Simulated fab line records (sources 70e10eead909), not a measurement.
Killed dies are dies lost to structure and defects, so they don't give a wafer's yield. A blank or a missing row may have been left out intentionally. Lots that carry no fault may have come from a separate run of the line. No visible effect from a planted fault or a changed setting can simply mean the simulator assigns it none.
Which tool did it?    flow nandHarc    Sampling: 12 lots, 36 wafers, 5 of 1159 route steps

== WHAT THE GAUGES READ, wafer by wafer ==
NHARC_A_BONDPAD_OVL_MEAS_35.
lot   measured      on          overlayXNm (nm)  overlayYNm (nm)
L879  day 18 01:23  overlay-02  -1 0 0           9 9 9
L880  day 18 06:12  overlay-02  7 7 6            -5 -5 -5
L881  day 18 06:59  overlay-01  -5 -4 -5         -4 -4 -4
L883  day 18 18:48  overlay-02  14 15 15         -14 -13 -14
L884  day 19 02:22  overlay-01  -2 -1 -2         -5 -4 -5
L886  day 19 09:45  overlay-01  5 5 4            2 2 2
L885  day 20 05:23  overlay-01  -6 -6 -6         9 9 8
L889  day 20 08:16  overlay-01  -7 -7 -7         -8 -8 -8
L892  day 20 19:08  overlay-02  14 14 13         -8 -8 -8
L899  day 22 18:46  overlay-01  -7 -6 -6         -1 -1 0
L900  day 22 22:58  overlay-02  2 2 2            -5 -4 -5
L901  day 24 01:42  overlay-01  -3 -3 -3         -2 -2 -2

NHARC_END_SORT_01.
lot   measured      on         defectLimitedYield (%)  killedAtArray  killedAtOther  killedAtPeriphery  killedDies  killedOpen  killedShort  sort_bin_2_pct (%)  sort_bin_3_pct (%)  sort_bin_4_pct (%)  sortNPass    sortRimYieldPct (%)  sortYieldPct (%)
L883  day 20 09:12  prober-01  97.0 97.5 97.0          15 14 17       1 0 0          4 3 3              20 17 20    7 4 5       3 2 3        0.9 1.0 1.0         0.15 0.30 0         1.9 1.2 1.9         657 660 657  100.0 98.1 97.2      97.0 97.5 97.0
L899  day 24 06:23  prober-02  91.7 92.0 93.8          53 52 40       1 1 1          2 1 1              56 54 42    1 2 2       4 2 0        2.1 3.0 2.1         0.15 0.74 0.74      6.1 4.3 3.4         621 623 635  93.4 96.2 92.5       91.7 92.0 93.8
L901  day 25 12:17  prober-02  95.7 95.7 96.6          21 21 14       1 2 2          7 6 7              29 29 23    4 1 3       3 3 0        1.2 1.9 1.0         0.15 0.30 0.30      3.0 2.1 2.1         648 648 654  92.5 96.2 96.2       95.7 95.7 96.6

== TOOL THAT RAN EACH LOT (tool first, then ch and the chambers of the sampled wafers, then the start) ==
lot   NHARC_A_BONDPAD_CMP_29         NHARC_A_BONDPAD_ETCH_12            NHARC_A_BONDPAD_ANNEAL_28
L879  cmp-03 ch 0,1, day 18 00:29    rieDiel-10 ch 1,3, day 18 01:45    rtpAnneal-02 ch 0, day 18 03:20
L880  cmp-01 ch 0,1,3, day 18 05:25  rieDiel-08 ch 1,2,3, day 18 06:38  rtpAnneal-01 ch 0, day 18 08:11
L881  cmp-04 ch 1,2, day 18 06:12    rieDiel-08 ch 0,1,2, day 18 07:19  rtpAnneal-01 ch 0, day 18 08:59
L883  cmp-03 ch 0,2,3, day 18 17:56  rieDiel-10 ch 0,2, day 18 19:06    rtpAnneal-01 ch 0, day 18 20:40
L884  cmp-03 ch 0,2, day 19 01:27    rieDiel-08 ch 0,3, day 19 02:41    rtpAnneal-02 ch 0, day 19 04:11
L886  cmp-04 ch 0,1, day 19 08:50    rieDiel-10 ch 0,2,3, day 19 10:03  rtpAnneal-01 ch 0, day 19 11:37
L885  cmp-01 ch 1,2,3, day 20 04:36  rieDiel-10 ch 0,1,3, day 20 05:41  rtpAnneal-02 ch 0, day 20 07:18
L889  cmp-03 ch 0,3, day 20 07:31    rieDiel-10 ch 0,3, day 20 08:34    rtpAnneal-02 ch 0, day 20 10:13
L892  cmp-04 ch 0,1,2, day 20 18:16  rieDiel-10 ch 0,3, day 20 19:26    rtpAnneal-01 ch 0, day 20 20:56
L899  cmp-04 ch 0,1,3, day 22 17:59  rieDiel-10 ch 1,2,3, day 22 19:04  rtpAnneal-01 ch 0, day 22 21:17
L900  cmp-03 ch 1,2,3, day 22 22:12  rieDiel-10 ch 0,1,2, day 22 23:16  rtpAnneal-01 ch 0, day 23 00:47
L901  cmp-04 ch 0,1,2, day 24 00:46  rieDiel-10 ch 0,2,3, day 24 02:00  rtpAnneal-01 ch 0, day 24 03:43
- NHARC_A_BONDPAD_CMP_29: polishes SiCN, target thk 200 nm.
- NHARC_A_BONDPAD_ETCH_12: etches the open film in CHF3/O2, target depth 220 nm, time 110 s.
- NHARC_A_BONDPAD_ANNEAL_28: time 90 s.

== AS READ BY THE TOOLS THEMSELVES (means over the sampled wafers that have a number; for cases with no such wafer, the mark the record gives instead) ==
NHARC_A_BONDPAD_CMP_29.
lot   tool    motorCurrentA (A)
L879  cmp-03  12.3
L880  cmp-01  11.7
L881  cmp-04  12.6
L883  cmp-03  11.6
L884  cmp-03  12.0
L886  cmp-04  12.9
L885  cmp-01  12.1
L889  cmp-03  10.8
L892  cmp-04  12.5
L899  cmp-04  12.5
L900  cmp-03  12.2
L901  cmp-04  12.7

NHARC_A_BONDPAD_ETCH_12.
lot   tool        drypumpMotorCurrentA (A)  oesProductAu (a.u.)  rfFwdPowerW (W)  rfVppV (V)  showerheadPlenumPTorr (Torr)  throttleValvePct (%)
L879  rieDiel-10  6.6                       0.950                495.7            370.7       2.44                          20.572
L880  rieDiel-08  5.9                       0.926                497.8            369.1       2.32                          20.576
L881  rieDiel-08  6.1                       0.928                496.5            369.5       2.37                          20.574
L883  rieDiel-10  5.6                       0.976                495.7            367.7       2.26                          20.571
L884  rieDiel-08  5.3                       0.924                497.4            368.8       2.32                          20.579
L886  rieDiel-10  5.9                       0.974                496.3            369.6       2.37                          20.568
L885  rieDiel-10  6.3                       0.929                496.7            369.8       2.40                          20.570
L889  rieDiel-10  6.1                       0.967                497.7            372.1       2.47                          20.568
L892  rieDiel-10  6.1                       0.919                496.9            372.0       2.47                          20.561
L899  rieDiel-10  6.1                       1.132                696.6            370.3       2.40                          20.569
L900  rieDiel-10  6.0                       1.208                696.9            369.8       2.30                          20.562
L901  rieDiel-10  5.8                       1.220                696.5            369.5       2.37                          20.570

NHARC_A_BONDPAD_ANNEAL_28.
lot   tool          wafer_temp_C_max
L879  rtpAnneal-02  225.73
L880  rtpAnneal-01  226.18
L881  rtpAnneal-01  226.29
L883  rtpAnneal-01  226.23
L884  rtpAnneal-02  225.98
L886  rtpAnneal-01  226.27
L885  rtpAnneal-02  225.96
L889  rtpAnneal-02  226.01
L892  rtpAnneal-01  226.23
L899  rtpAnneal-01  226.29
L900  rtpAnneal-01  225.89
L901  rtpAnneal-01  226.07

== THE ANSWER, worked out from the rows above alone ==
Rule: what is usual is taken from the lots themselves. Put in order of their means at a reading, lots are off if they are a third of the lots or fewer, leave a main group of 4 or more, and stand apart from it by a gap of 3 or more times the standard deviation of the main group's means; of several such gaps the widest counts. The tables above print the reading to a certain number of digits; a main group whose means all agree to those digits is not used. A lot without any number at a reading at which 4 lots or more have one is off too. Where the step has rows for the other lots, those lots are counted as sound. Order of review: gauges by route order, followed by the tools' own readings, for which a lot's mean as printed above is used. The first step at which some lot is off is used, and at that step the reading that is off furthest; a lot without a number counts as furthest.
Off, at NHARC_A_BONDPAD_ETCH_12 on rfFwdPowerW: L899, L900, L901. Main group: mean 496.7 W, sd 0.74.
If a tool, at that step or one of the process steps before it, ran each lot that is off and ran no sound lot following the first of them, it fits. One fits: rieDiel-10 at NHARC_A_BONDPAD_ETCH_12. A fault onset in the window from L892 (day 20 19:26, its last sound lot) to L899 (day 22 19:04, its first lot off) fits.
The tool's own readings at NHARC_A_BONDPAD_ETCH_12 bear it out: on the lots that are off they differ by more than 5 times the standard deviation of the sound lots' means. oesProductAu reads 1.187 a.u. there against 0.944 a.u. on the sound lots; rfFwdPowerW reads 696.7 W there against 496.7 W on the sound lots.

== WHAT THE SIMULATOR HAD PUT IN ==
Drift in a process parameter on rieDiel-10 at NHARC_A_BONDPAD_ETCH_12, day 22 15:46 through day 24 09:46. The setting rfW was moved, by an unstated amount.
Shown lots that were struck: L899, L900, L901. The rule above reached the same finding.
